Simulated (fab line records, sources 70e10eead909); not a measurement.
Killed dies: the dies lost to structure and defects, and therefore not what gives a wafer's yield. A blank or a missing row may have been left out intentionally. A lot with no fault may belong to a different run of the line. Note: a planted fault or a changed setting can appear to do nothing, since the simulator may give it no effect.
Which tool did it? + flow nand harc + Sampling: 7 lots, 21 wafers, 2 of 1302 route steps

WHAT EACH GAUGE READ, for each wafer
NHARC_HYBRID_BOND_OVL_MEAS_05.
| lot  | measured     | on         | overlay x nm (nm) |
|------|--------------|------------|-------------------|
| L361 | day 23 12:44 | overlay-02 | 18 -35 -63        |
| L363 | day 25 06:59 | overlay-01 | -2 7 -3           |
| L365 | day 26 02:23 | overlay-02 | -12 85 -8         |
| L370 | day 27 14:47 | overlay-01 | 8 -26 -7          |
| L374 | day 29 00:40 | overlay-02 | 14 -10 -29        |
| L379 | day 31 01:03 | overlay-02 | 79 16 0           |
| L383 | day 33 11:22 | overlay-02 | 29 -53 43         |

WHAT TOOL EACH LOT RAN ON (gives the tool, then ch and the chambers of the sampled wafers, and finally the start)
| lot  | NHARC_P_M1_STRIP_19                 |
|------|-------------------------------------|
| L361 | wet bench-08 ch 3,4,7, day 6 21:35  |
| L363 | wet bench-08 ch 0,5,7, day 7 07:45  |
| L365 | wet bench-08 ch 2,3,6, day 8 16:08  |
| L370 | wet bench-10 ch 2,4,7, day 10 14:30 |
| L374 | wet bench-08 ch 1,6,7, day 12 06:45 |
| L379 | wet bench-08 ch 0,2,3, day 14 03:57 |
| L383 | wet bench-08 ch 2,3,7, day 15 17:50 |
- NHARC_P_M1_STRIP_19: strips in post etch residue remover, time 600 s.

THE ANSWER, worked out from the rows above alone
Rule: the lots themselves supply what counts as usual. Put in order of their means at a reading, lots are off if they are a third of the lots or fewer, leave a main group of 4 or more, and stand apart from it by a gap of 3 or more times the standard deviation of the main group's means; of several such gaps the widest counts. Not used: any main group whose means are identical at the precision the tables above print for the reading. Also off: a lot with no number at a reading for which 4 or more lots have one. Where the step has rows for the other lots, those lots are counted as sound.
Across all readings shown, no lot is off: no conclusion can be drawn from this.

WHAT THE SIMULATOR HAD INSERTED
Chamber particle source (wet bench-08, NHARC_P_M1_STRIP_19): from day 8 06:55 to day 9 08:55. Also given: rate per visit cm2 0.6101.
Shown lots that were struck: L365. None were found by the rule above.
